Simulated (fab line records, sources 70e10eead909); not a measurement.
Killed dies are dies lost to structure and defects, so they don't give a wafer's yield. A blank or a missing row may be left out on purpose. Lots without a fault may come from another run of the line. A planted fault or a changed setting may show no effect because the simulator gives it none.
Chamber matching | flow nand_harc | NHARC_P_CONTACT_ETCH_35 on rie_diel-11: 4 sister chambers
The step etches the open film in CF4, target depth 39 nm, time 65 s. 4 wafers are shown with their chamber, then 9 later ones without.

WAFERS WITH THEIR CHAMBER
wafer  | chamber | drypump_motor_current_A (A)
L077.4 | 3       | 5.9
L079.4 | 0       | 6.1
L080.2 | 2       | 5.5
L080.6 | 1       | 5.0

WAFERS WITHOUT THEIR CHAMBER
wafer  | drypump_motor_current_A (A)
L086.3 | 5.0
L086.5 | 6.1
L086.6 | 5.0
L090.1 | 5.9
L090.3 | 5.6
L090.4 | 6.0
L096.2 | 6.0
L096.3 | 5.5
L096.5 | 5.5

WHICH CHAMBER EACH WENT THROUGH
wafer  | from the rows above     | in truth
L086.3 | 1                       | 1
L086.5 | 0                       | 0
L086.6 | 1                       | 1
L090.1 | 3                       | 3
L090.3 | 2                       | 2
L090.4 | can't be placed: 0 or 3 | 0
L096.2 | can't be placed: 0 or 3 | 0
L096.3 | 2                       | 2
L096.5 | 2                       | 2
Placed correctly: 7 of 9. Can't be placed from these rows: 2 (the true chamber is among the candidates in 2). Placed wrongly: 0.
How it was worked out, from the rows above alone: a wafer's distance from a chamber is the root of the sum, over the readings, of the square of ((its reading less the chamber's mean) divided by the reading's scatter). The wafer belongs to the nearest chamber; if the next one is less than 2 further off, it can't be placed. A chamber's mean is the mean of its shown wafers. The scatter: with one shown wafer a chamber, the root of the mean of the squares of how far each hidden wafer lies from its nearest shown one.
